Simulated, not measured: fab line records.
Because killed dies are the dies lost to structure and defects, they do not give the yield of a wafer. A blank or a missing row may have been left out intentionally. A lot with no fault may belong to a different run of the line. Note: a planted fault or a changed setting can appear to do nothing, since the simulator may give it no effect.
One fault seen from 3 desks ; flow n5Finfet ; every desk sees just its own numbers, and what lay behind them comes last

THE DEFECT DESK
For each lot, the counts of the inspections along the route, averaged over the sampled wafers that have a number. Marked OUT: a lot whose mean sits more than 4 standard deviations from the usual mean, which makes it out of limits; the brackets give that distance.
Columns: A = rawDefectCount at N5_BEOL_M2_INSPECT_13, usual 417; B = rawDefectCount at N5_BEOL_M2_INSPECT_30, usual 413
lot;first seen here;A;B
L705;day 6 20:38;289;319
L709;day 8 03:00;495;471
L714;day 9 03:19;411;417
L717;day 9 20:07;419;379
L716;day 9 23:22;420;454
L719;day 10 08:19;385;343
L718;day 10 12:56;447;402
L720;day 10 17:28;448;453
L721;day 10 20:31;445;400
Finding of this desk: none of the 9 lots has anything out of limits.

FROM THE METROLOGY DESK
Lot by lot, what the gauges showed, no matter which tool ran the lot: averages of those sampled wafers that carry a number. Marked OUT: a lot whose mean sits more than 4 standard deviations from the usual mean, which makes it out of limits; the brackets give that distance. It has 10 readings; the 7 that lie furthest out on some lot are the ones shown.
Columns: A = DIBL_N at N5_BEOL_M4_RC_MEAS_101, usual 36.9 mV/V; B = DIBL_P at N5_BEOL_M4_RC_MEAS_101, usual 37.1 mV/V; C = IOFF_N at N5_BEOL_M4_RC_MEAS_101, usual 0.17 nA/um; D = IOFF_P at N5_BEOL_M4_RC_MEAS_101, usual 0.22 nA/um; E = SS_N at N5_BEOL_M4_RC_MEAS_101, usual 71.7 mV/dec; F = SS_P at N5_BEOL_M4_RC_MEAS_101, usual 73.5 mV/dec; G = VT_N at N5_BEOL_M4_RC_MEAS_101, usual 249 mV
lot;first seen here;A;B;C;D;E;F;G
L705;day 8 20:54;37.1;37.0;0.16;0.25;71.4;73.1;251
L709;day 9 14:29;35.1;34.2;0.13;0.18;70.8;73.3;252
L714;day 10 22:04;39.6;38.5;0.22;0.22;72.0;74.0;244
L717;day 11 01:46;37.6;38.1;0.18;0.24;72.0;73.3;248
L716;day 11 09:43;34.3;36.2;0.13;0.16;71.7;72.4;256
L719;day 11 17:25;37.0;38.4;0.19;0.24;72.4;73.8;247
L718;day 12 08:14;35.9;35.5;0.14;0.19;71.4;73.5;253
L720;day 12 11:32;36.5;38.1;0.17;0.23;71.6;74.2;252
L721;day 12 15:25;37.2;36.7;0.17;0.20;72.4;73.1;251
Finding of this desk: none of the 9 lots has anything out of limits.

THE TOOL OWNER'S DESK: rieDiel-05
The tool's own readings at N5_BEOL_M2_ETCH_69 (etches SiARC in CF4, target depth 15.6 nm, time 26 s): means of the sampled wafers that have a number, for each lot that ran on this tool. Marked OUT: a lot whose mean sits more than 4 standard deviations from the usual mean, which makes it out of limits; the brackets give that distance.
Columns: A = biasW at N5_BEOL_M2_ETCH_69, usual 36.01 W; B = drypumpMotorCurrentA at N5_BEOL_M2_ETCH_69, usual 5.6 A; C = etchRfOnTimeS at N5_BEOL_M2_ETCH_69, usual 26.1 s; D = oesProductAu at N5_BEOL_M2_ETCH_69, usual 0.66 a.u.; E = rfVppV at N5_BEOL_M2_ETCH_69, usual 184.3 V; F = showerheadPlenumPTorr at N5_BEOL_M2_ETCH_69, usual 2.16 Torr; G = throttleValvePct at N5_BEOL_M2_ETCH_69, usual 15.61 %
lot;first seen here;A;B;C;D;E;F;G
L714;day 9 05:17;36.05;5.3;26.8;0.61;184.6;2.21;15.99
L716;day 10 00:32;36.00;5.7;26.7;0.68;186.1;2.23;15.67
L719;day 10 10:35;31.89 (-37) OUT;5.4;28.2;0.58;171.6 (-12) OUT;2.20;15.89
L718;day 10 13:58;31.97 (-37) OUT;5.7;26.7;0.67;172.5 (-11) OUT;2.24;15.80
L720;day 10 18:34;31.89 (-37) OUT;5.8;27.1;0.68;170.8 (-12) OUT;2.23;15.67
This desk's finding: out of limits on L718, L719, L720; first on L719, day 10 10:35 (biasW at N5_BEOL_M2_ETCH_69). Within limits: L714, L716.

TAKEN TOGETHER
An alarm could have come from the tool owner's desk at day 10 10:35, on L718, L719, L720.
The defect desk saw nothing out of limits.
From the metrology desk's view, nothing was out of limits.
The defect desk has L718, L719, L720 on record, within its limits.
The metrology desk has L718, L719, L720 on record, within its limits.
Every lot named ran N5_BEOL_M2_ETCH_69 on rieDiel-05.

WHAT WAS PUT IN BY THE SIMULATOR
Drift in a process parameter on rieDiel-05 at N5_BEOL_M2_ETCH_69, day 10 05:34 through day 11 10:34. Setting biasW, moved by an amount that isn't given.
Struck lots among those shown: L718, L719, L720.
Hours from the fault's start to each desk's first reading out of limits: the tool owner's desk, 5.
